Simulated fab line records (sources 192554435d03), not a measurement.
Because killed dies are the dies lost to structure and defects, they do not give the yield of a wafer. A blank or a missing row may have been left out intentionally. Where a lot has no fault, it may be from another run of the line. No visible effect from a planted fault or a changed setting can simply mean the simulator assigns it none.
Matching of chambers ; flow n5Finfet ; N5_BEOL_M0_SAQP_SPACER2_ALD_26 on aldSin-02 has 4 sister chambers
The step deposits SiO2, target thk 15 nm, pulse time 1 s, purge time 2 s. 4 wafers are shown with their chamber, then 8 later ones without.

## EACH WAFER AND ITS CHAMBER
wafer;chamber;heaterPowerOuterW (W)
L077.5;0;235
L086.1;1;263
L086.2;2;189
L090.1;3;229

## WAFERS WITHOUT THEIR CHAMBER
wafer;heaterPowerOuterW (W)
L090.5;226
L090.6;238
L093.3;188
L093.4;241
L093.5;237
L096.1;266
L096.2;230
L096.3;244

## EACH ONE'S CHAMBER
wafer;from the rows above;in truth
L090.5;can't be placed: 3 or 0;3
L090.6;can't be placed: 0 or 3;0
L093.3;2;2
L093.4;can't be placed: 0 or 3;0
L093.5;can't be placed: 0 or 3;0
L096.1;1;1
L096.2;can't be placed: 3 or 0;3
L096.3;can't be placed: 0 or 3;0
Correctly placed: 2 of 8. Can't be placed from these rows: 6 (the true chamber is among the candidates in 6). Wrongly placed: 0.
How it was worked out, from the rows above alone: a wafer's distance from a chamber is the root of the sum, over the readings, of the square of ((its reading less the chamber's mean) divided by the reading's scatter). If the next closest chamber is less than 2 further off than the closest, the wafer can't be placed; otherwise it belongs to the closest. For every chamber, the mean is computed from those of its wafers that are shown. The scatter: root of mean squared gap, hidden wafer to nearest shown wafer, with one shown wafer a chamber.
